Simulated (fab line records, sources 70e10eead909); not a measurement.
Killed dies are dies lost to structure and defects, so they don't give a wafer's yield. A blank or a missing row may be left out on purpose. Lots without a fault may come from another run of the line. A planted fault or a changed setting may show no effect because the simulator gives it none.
fab line records | flow nand_harc
record lots=12 wafers=36 last_day=25
route steps=1159 shown A_STAIRCASE@619
lots that met no fault: from a run of the same line without faults
start_h: hours from the record's first day to the start of the lot's first wafer shown | wait_h: hours since the lot's step before | " the same as in the row above | L1.1+2: a row that stands for several wafers | - no value, or no start given | * or withheld: withheld | < > ~ a bound
route shown NAME@n: a module of which the file shows steps, and the number in the route of the first | usual: mean/standard deviation of fault-free wafers | same: alike in all rows | chamber/n: place in a boat | sites: the reading at each site | _std_site: their standard deviation | _edge_site: outer sites' mean less inner sites' | radius_mm: how far each site lies from the wafer's centre | mask NAME#n: copy n | behind: the tool/chamber that last shaped the wafer | hold: why the lot was held/for how many hours/how that ended | device: the transistor (n, p or np) that didn't switch | end of line: the same wafers' tests at the end of the route | a step without rows: its recipe alone | killed: dies lost to structure and defects at the first sort, not the wafer's yield | map: a wafer's dies, x killed, . not, _ none there
set.NAME: the setting as run; set.NAME@STEP: as run at that earlier step | model.NAME: the simulator's own value behind a step, which no gauge read
steps of the route over a sample of lots; a table a step, a row a wafer
services: from which hour (start_h, from the record's first day; less than 0 if before it) a tool's chamber was out of use, for how many hours, and why
## steps
# step NHARC_A_STAIRCASE_ETCH_225
# recipe target_depth_a=1000 time_s=40.5 ion_energy_ev=400 c4f8_flow_sccm=20 o2_flow_sccm=10 ar_flow_sccm=withheld rf_w=600 bias_w=1000 chemistry=C4F8/O2
# usual oes_product_au=0.946/0.014 rf_vpp_V=896/4.6
# columns lot.wafer tool chamber start_h wait_h oes_product_au rf_hours_counter_h rf_vpp_V
L141.3 rie_diel-03 1 - - 0.940 7 892
L141.2 " 3 " " 0.938 9 895
L141.4 " 0 " " 0.940 8 899
L143.1 rie_diel-01 0 - - 0.938 42 886
L143.5 " 1 " " 0.947 - 904
L143.6 " 2 " " 0.919 - 904
L145.1 rie_diel-01 1 - - 0.917 50 905
L145.3 " 2 " " 0.918 50 904
L145.6 " 2 " " 0.928 - 903
L148.4 rie_diel-08 3 - - 0.962 60 889
L148.1 " 1 " " 0.941 64 892
L148.5 " 0 " " 0.955 - 897
L153.3 rie_diel-03 2 - - 0.952 35 901
L153.2 " 1 " " 0.946 35 893
L153.6 " 2 " " 0.956 - 898
L152.3 rie_diel-03 0 - - 0.939 41 898
L152.1 " 1 " " 0.942 39 892
L152.5 " 3 " " 0.951 - 894
L156.4 rie_diel-03 3 - - 0.928 46 894
L156.5 " 0 " " 0.950 - 899
L156.6 " 1 " " 0.939 - 892
L158.3 rie_diel-08 0 - - 0.949 16 894
L158.2 " 2 " " 0.944 18 899
L158.1 " 3 " " 0.976 16 891
L157.4 rie_diel-08 3 - - 0.976 21 890
L157.3 " 2 " " 0.956 22 896
L157.5 " 3 " " 0.964 - 890
L159.4 rie_diel-03 3 - - 0.946 53 893
L159.2 " 1 " " 0.940 50 890
L159.6 " 3 " " 0.934 - 897
L160.4 rie_diel-01 1 - - 0.949 11 903
L160.3 " 2 " " 0.929 11 903
L160.2 " 3 " " 0.930 11 900
L161.2 rie_diel-01 0 - - 0.923 19 905
L161.3 " 1 " " 0.934 18 904
L161.6 " 3 " " 0.920 - 900
# step NHARC_A_STAIRCASE_TRIM_231
# recipe time_s=211.2 o2_flow_sccm=500 ar_flow_sccm=0 bias_w=0 chemistry=O2
# usual drypump_motor_current_A=6.0/0.42 oes_product_au=1.006/0.016 rf_vpp_V=57.8/0.83 showerhead_plenum_p_Torr=3.53/0.13 throttle_valve_pct=17.037/0.0095
# columns lot.wafer tool chamber start_h wait_h drypump_motor_current_A oes_product_au rf_hours_counter_h rf_vpp_V showerhead_plenum_p_Torr throttle_valve_pct
L141.3 rie_diel-08 1 - - 6.0 1.016 47 57.5 3.43 17.032
L141.4 " 3 " " 6.5 1.025 42 57.8 3.38 17.046
L141.2 " 0 " " 6.2 1.015 44 58.3 3.54 17.047
L143.1 rie_diel-08 0 - - 6.2 1.024 49 57.3 3.54 17.040
L143.6 " 1 " " 6.1 0.999 - 57.0 3.43 17.045
L143.5 " 2 " " 6.3 0.995 - 57.7 3.59 17.043
L145.1 rie_diel-03 1 - - 5.6 0.990 25 56.6 3.43 17.043
L145.3 " 2 " " 5.5 1.004 25 57.7 3.61 17.033
L145.6 " 1 " " 5.7 0.997 - 57.1 3.43 17.045
L148.1 rie_diel-03 2 - - 5.5 0.999 27 57.0 3.61 17.035
L148.4 " 3 " " 5.6 0.986 26 57.1 3.49 17.039
L148.5 " 3 " " 5.6 0.987 - 56.7 3.49 17.049
L153.2 rie_diel-08 3 - - 6.5 1.037 5 56.6 3.37 17.034
L153.3 " 0 " " 6.2 1.027 5 58.1 3.53 17.052
L153.6 " 0 " " 6.2 1.027 - 58.9 3.52 17.040
L152.1 rie_diel-08 2 - - 6.2 1.024 9 57.6 3.58 17.044
L152.3 " 3 " " 6.5 1.029 9 58.3 3.36 17.052
L152.5 " 2 " " 6.2 1.014 - 58.8 3.58 17.050
L156.4 rie_diel-08 3 - - 6.5 1.040 16 57.4 3.36 17.019
L156.5 " 2 " " 6.3 1.018 - 57.1 3.57 17.021
L156.6 " 3 " " 6.5 1.027 - 55.8 3.36 17.043
L158.3 rie_diel-08 2 - - 6.3 1.011 21 58.0 3.57 17.053
L158.2 " 0 " " 6.2 1.012 19 58.4 3.52 17.039
L158.1 " 1 " " 6.1 0.993 20 58.1 3.41 17.001
L157.3 rie_diel-01 3 - - 5.1 0.993 10 56.6 3.66 17.039
L157.4 " 1 " " 5.2 0.999 11 58.8 3.77 17.050
L157.5 " 2 " " 6.3 0.969 - 58.6 3.71 17.044
L159.2 rie_diel-08 3 - - 6.5 1.035 22 58.3 3.36 17.030
L159.4 " 0 " " 6.2 1.022 21 58.5 3.52 17.029
L159.6 " 3 " " 6.5 1.027 - 57.6 3.36 17.038
L160.4 rie_diel-01 3 - - 5.1 0.998 12 58.1 3.66 17.045
L160.3 " 1 " " 5.2 1.009 12 57.6 3.76 17.041
L160.2 " 2 " " 6.3 0.986 11 56.7 3.71 17.036
L161.2 rie_diel-08 0 - - 6.2 1.007 27 57.9 3.51 17.050
L161.3 " 2 " " 6.3 1.013 30 58.3 3.57 17.042
L161.6 " 1 " " 6.0 1.010 - 55.7 3.41 17.056
# step NHARC_A_STAIRCASE_TRIM_233
# recipe time_s=211.2 o2_flow_sccm=500 ar_flow_sccm=0 bias_w=0 chemistry=O2
# usual drypump_motor_current_A=6.0/0.42 oes_product_au=1.005/0.016 rf_vpp_V=57.7/0.93 showerhead_plenum_p_Torr=3.53/0.13 throttle_valve_pct=17.036/0.01
# columns lot.wafer tool chamber start_h wait_h drypump_motor_current_A oes_product_au rf_hours_counter_h rf_vpp_V showerhead_plenum_p_Torr throttle_valve_pct
L141.4 rie_diel-08 3 253.00 - 6.5 1.022 43 56.5 3.38 17.032
L141.3 " 0 " " 6.2 1.014 45 57.9 3.54 17.010
L141.2 " 2 " " 6.2 1.002 45 56.7 3.59 17.034
L143.1 rie_diel-08 1 265.37 - 6.1 1.011 53 57.6 3.43 17.044
L143.6 " 2 " " 6.3 0.994 - 58.5 3.59 17.030
L143.5 " 1 " " 6.0 1.001 - 57.3 3.43 17.035
L145.3 rie_diel-03 3 296.74 - 5.6 0.984 24 59.2 3.49 17.054
L145.1 " 2 " " 5.5 1.018 25 57.4 3.61 17.035
L145.6 " 3 " " 5.6 1.169 - 55.3 3.49 17.042
L148.4 rie_diel-03 1 301.83 - 5.7 1.188 28 57.5 3.43 17.044
L148.1 " 3 " " 5.6 0.983 27 57.5 3.49 17.042
L148.5 " 0 " " 5.7 1.021 - 57.2 3.60 17.032
L153.2 rie_diel-08 3 321.95 - 6.5 1.025 5 57.4 3.37 17.030
L153.3 " 0 " " 6.2 1.026 5 58.5 3.53 17.046
L153.6 " 2 " " 6.3 1.020 - 57.7 3.58 17.054
L152.3 rie_diel-08 3 331.93 - 6.5 1.028 9 56.9 3.36 17.044
L152.1 " 1 " " 6.0 0.991 10 56.7 3.42 17.032
L152.5 " 3 " " 6.5 1.025 - 57.0 3.36 17.033
L156.4 rie_diel-08 1 355.38 - 6.1 0.998 18 58.1 3.41 17.048
L156.6 " 3 " " 6.5 1.043 - 56.6 3.36 17.020
L156.5 " 0 " " 6.2 1.010 - 57.7 3.52 17.060
L158.1 rie_diel-08 3 360.59 - 6.5 1.034 20 57.9 3.36 17.036
L158.3 " 1 " " 6.1 0.997 20 58.2 3.41 17.048
L158.2 " 2 " " 6.3 1.007 21 57.3 3.57 17.025
L157.4 rie_diel-01 0 363.69 - 5.9 0.986 11 58.0 3.80 17.041
L157.3 " 1 " " 5.2 0.989 11 58.6 3.77 17.034
L157.5 " 3 " " 5.1 0.991 - 59.7 3.66 17.037
L159.2 rie_diel-08 3 367.52 - 6.5 1.033 22 57.9 3.36 17.037
L159.4 " 0 " " 6.2 1.019 22 59.5 3.52 17.023
L159.6 " 0 " " 6.2 1.020 - 58.6 3.52 17.029
L160.3 rie_diel-01 1 368.16 - 5.2 0.989 12 58.8 3.76 17.044
L160.4 " 3 " " 5.0 0.990 12 57.6 3.66 17.041
L160.2 " 0 " " 5.9 0.997 12 59.3 3.80 17.039
L161.3 rie_diel-08 1 391.00 - 6.0 0.996 29 55.8 3.41 17.037
L161.2 " 3 " " 6.5 1.023 29 55.2 3.35 17.043
L161.6 " 2 " " 6.2 0.999 - 58.2 3.57 17.035
# step NHARC_A_STAIRCASE_ETCH_236
# recipe target_depth_a=1000 time_s=40.5 ion_energy_ev=400 c4f8_flow_sccm=20 o2_flow_sccm=10 ar_flow_sccm=withheld rf_w=600 bias_w=1000 chemistry=C4F8/O2
# usual oes_product_au=0.948/0.015 rf_vpp_V=896/4.7
# columns lot.wafer tool chamber start_h wait_h oes_product_au rf_hours_counter_h rf_vpp_V
L141.4 rie_diel-08 2 - - 0.952 45 897
L141.3 " 3 " " 0.978 43 891
L141.2 " 1 " " 0.946 47 893
L143.1 rie_diel-08 2 - - 0.928 52 898
L143.6 " 1 " " 0.944 - 891
L143.5 " 2 " " 0.940 - 898
L145.3 rie_diel-03 1 - - 0.941 26 892
L145.1 " 0 " " 0.963 25 899
L145.6 " 2 " " 0.939 - 899
L148.1 rie_diel-03 0 - - 0.951 28 901
L148.4 " 3 " " 0.935 27 896
L148.5 " 0 " " 0.958 - 897
L153.2 rie_diel-08 3 - - 0.971 5 889
L153.3 " 2 " " 0.954 6 898
L153.6 " 0 " " 0.960 - 896
L152.3 rie_diel-08 2 - - 0.948 10 899
L152.1 " 0 " " 0.974 9 895
L152.5 " 3 " " 0.971 - 891
L156.4 rie_diel-08 3 - - 0.972 16 891
L156.5 " 1 " " 0.944 - 891
L156.6 " 2 " " 0.958 - 896
L158.1 rie_diel-08 1 - - 0.949 21 892
L158.3 " 2 " " 0.962 22 899
L158.2 " 0 " " 0.962 20 895
L157.4 rie_diel-01 2 - - 0.936 11 903
L157.3 " 3 " " 0.941 11 902
L157.5 " 1 " " 0.937 - 904
L159.2 rie_diel-08 3 - - 0.970 22 891
L159.4 " 0 " " 0.967 22 895
L159.6 " 2 " " 0.934 - 898
L160.4 rie_diel-01 2 - - 0.932 12 901
L160.3 " 0 " " 0.925 12 905
L160.2 " 1 " " 0.934 12 903
L161.2 rie_diel-08 3 - - 0.970 29 890
L161.3 " 1 " " 0.938 29 892
L161.6 " 3 " " 0.963 - 889
## services
# columns tool chamber start_h hours kind
rie_diel-08 0 232.27 - clean
rie_diel-08 1 232.27 - clean
rie_diel-08 2 232.27 - clean
rie_diel-08 3 232.27 - clean
rie_diel-08 0 256.77 - clean
rie_diel-08 1 256.77 - clean
rie_diel-08 2 256.77 - clean
rie_diel-08 3 256.77 - clean
rie_diel-01 0 264.34 4.4 repair
rie_diel-08 3 265.31 3.5 repair
rie_diel-08 0 281.27 - clean
rie_diel-08 1 281.27 - clean
rie_diel-08 2 281.27 - clean
rie_diel-08 3 281.27 - clean
rie_diel-08 - 301.80 9.0 pm
rie_diel-08 0 301.80 9.0 vent_cycle
rie_diel-08 1 301.80 9.0 vent_cycle
rie_diel-08 2 301.80 9.0 vent_cycle
rie_diel-08 3 301.80 9.0 vent_cycle
rie_diel-08 0 310.80 - clean
rie_diel-08 1 310.80 - clean
rie_diel-08 2 310.80 - clean
rie_diel-08 3 310.80 - clean
rie_diel-01 - 323.45 9.0 pm
## key
first_sign step=NHARC_A_STAIRCASE_TRIM_233 reading=oes_product_au direction=up sigmas=11 usual=1.005 struck=1.178
effect none on later readings
met_at NHARC_A_STAIRCASE_TRIM_233
struck_lots L145,L148
struck_wafers L145.6,L148.4
tester_left_out L145,L148
not_acting_at NHARC_A_STAIRCASE_ETCH_225,NHARC_A_STAIRCASE_TRIM_231,NHARC_A_STAIRCASE_ETCH_236
fault kind=process_parameter_drift tool=rie_diel-03 chamber=- onset_h=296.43 steps=NHARC_A_STAIRCASE_TRIM_233 channel=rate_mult offset=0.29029 shape=step end_h=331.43 scope=struck_wafers_only
# tester_left_out: of these lots the tester's yield and bins aren't shown, on N5 and GAA mostly nor the transistor test; their killed dies are dies lost to structure and defects alone, not to doping, threshold or leakage, so they don't give the yield
